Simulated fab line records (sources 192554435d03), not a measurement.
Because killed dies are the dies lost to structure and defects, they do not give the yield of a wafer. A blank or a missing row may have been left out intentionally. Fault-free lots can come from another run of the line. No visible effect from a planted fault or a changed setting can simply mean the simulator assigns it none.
Comparing a struck lot with a sound one + flow n5Finfet + 16 steps out of a route of 1938
Sound: wafers L574.2, L574.3, L574.4. Struck: wafers L590.3, L590.4, L590.6. The cause is given at the end.
Per side, at each step with rows, come the tool, then ch with its chambers, and then its first start. Under that, the readings that differ: sound wafers + struck wafers + difference of the means + sigmas: that difference in standard deviations of wafers without a fault.
alike: a reading whose means differ by less than 2 such deviations, as well as words and numbers matching on both sides. not compared: withheld readings; readings where some wafer has no value; bounds like >300 that might hide an equal value; numbers whose values overlap and for which the record gives no deviation.
A row with sigmas, a row that says differs or no value, or rows on one side alone: a step with any of these is where the two part. Numbers that have no deviation but don't overlap get no sigmas and don't part them. Lack of a reading on every wafer of one side parts them only where that side has two or more wafers.

N5_BEOL_M2_INSPECT_30: inspects for defects (brightfield).
  struck on defectInspect-01, day 11 03:16; sound on defectInspect-01, day 7 07:13
  alike: rawDefectCount
N5_BEOL_M2_DESCUM_33: chemistry O2, time 7 s.
  sound on rieDiel-04 ch 0,1,3, day 7 07:14; struck on rieDiel-01 ch 1,2,3, day 11 03:18
  alike: drypumpMotorCurrentA, oesProductAu, rfVppV, showerheadPlenumPTorr, throttleValvePct
  not compared: rfHoursCounterH
N5_BEOL_M2_ETCH_77: etches underlayer in N2/H2, target depth 6.5 nm, time 5.2 s.
  sound on rieDiel-04 ch 0,1,3, day 7 07:16; struck on rieDiel-01 ch 1,2,3, day 11 03:20
  alike: biasW, drypumpMotorCurrentA, etchRfOnTimeS, h2FlowSccm, oesProductAu, rfVppV, showerheadPlenumPTorr, throttleValvePct
  not compared: rfHoursCounterH
N5_BEOL_M2_ETCH_69: etches SiARC in CF4, target depth 15.6 nm, time 26 s.
  sound on rieDiel-04 ch 0,1,3, day 7 07:17; struck on rieDiel-01 ch 1,2,3, day 11 03:21
  alike: biasW, drypumpMotorCurrentA, etchRfOnTimeS, oesProductAu, rfVppV, showerheadPlenumPTorr, throttleValvePct
  not compared: rfHoursCounterH
then, 2 steps without rows for these wafers: N5_BEOL_M2_ALD_98 (deposits SiO2, target thk 2.5 nm, pulse time 1 s, co reactant pulse time 1 s); N5_BEOL_M2_ETCHBACK_99 (etches SiO2 in CHF3, target depth 5 nm, time 10.4 s).
N5_BEOL_M2_ETCH_70: etches SOC in N2/H2, target depth 80 nm, overetch 24 nm, time 130 s.
  sound on rieDiel-01 ch 1,2, day 7 10:50; struck on rieDiel-01 ch 0,1,2, day 11 11:25
  alike: biasW, drypumpMotorCurrentA, h2FlowSccm, oesProductAu, rfVppV, showerheadPlenumPTorr, throttleValvePct
  not compared: rfHoursCounterH
then, 2 steps without rows for these wafers: N5_BEOL_M2_STRIP_71 (strips in N2/H2); N5_BEOL_M2_STRIP_78 (strips in N2/H2).
N5_BEOL_M2_VIA_ETCH_34: etches the open film in C4F6/O2, target depth 69.4 nm, time 65.9 s.
  sound on rieDiel-01 ch 1,2, day 7 10:56; struck on rieDiel-01 ch 0,1,2, day 11 11:31
  alike: biasW, drypumpMotorCurrentA, oesProductAu, rfVppV, showerheadPlenumPTorr, throttleValvePct
  not compared: rfHoursCounterH
then, 2 steps without rows for these wafers: N5_BEOL_M2_STRIP_83 (strips in C4F6/O2); N5_BEOL_M2_STRIP_36 (strips in N2/H2).
N5_BEOL_M2_TRENCH_ETCH_37: etches SiOC in C4F6/O2, target depth 55.555 nm, time 29.2 s.
  sound on rieDiel-01 ch 1,2, day 7 11:02; struck on rieDiel-01 ch 0,1,2, day 11 11:37
| reading    | sound             | struck            | difference | sigmas |
|------------|-------------------|-------------------|------------|--------|
| biasW (W)  | 184.6 185.8 185.0 | 193.4 193.1 194.1 | +8.4       | +14    |
| rfVppV (V) | 671 674 671       | 699 694 692       | +23        | +4     |
  alike: drypumpMotorCurrentA, oesProductAu, showerheadPlenumPTorr, throttleValvePct
  not compared: rfHoursCounterH
then, 1 step without rows for these wafers: N5_BEOL_M2_ETCH_41 (etches SiCN in CH3F/O2, target depth 29.9 nm, time 52.5 s).
N5_BEOL_M4_RC_MEAS_101:
  sound on prober-02 ch 0, day 8 13:07; struck on prober-02 ch 0, day 12 10:22
  alike: DIBL_N, DIBL_P, IOFF_N, IOFF_P, ION_N, ION_P, SS_N, SS_P, VT_N, VT_P
-- here the record skips 5 days between the struck wafers' starts before and after, leaving off in module BEOL_M4 and picking up in module PASSIVATION (first step shown: number 1936 of the route) --
N5_PASSIVATION_PROBE_49:
  struck on prober-01, day 17 01:48; sound on prober-01, day 12 22:44
| reading         | sound   | struck   | difference | sigmas |
|-----------------|---------|----------|------------|--------|
| killed_at_M4_up | 20 6 13 | 27 25 20 | +11        | +2     |
  alike: defectLimitedYield, killed_at_M0_to_M3, killedAtContacts, killedAtFrontEnd, killedAtOther, killedDies, killedOpen, killedShort, sort_bin_5_function, sort_bin_6_memory, sortNPass, sortYieldPct

== WHERE THEY PART ==
First at N5_BEOL_M2_TRENCH_ETCH_37; last, within this record, at N5_PASSIVATION_PROBE_49.

WHY: what the simulator had put in
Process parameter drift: rieDiel-01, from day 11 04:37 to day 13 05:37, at N5_BEOL_M2_TRENCH_ETCH_37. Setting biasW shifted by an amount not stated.
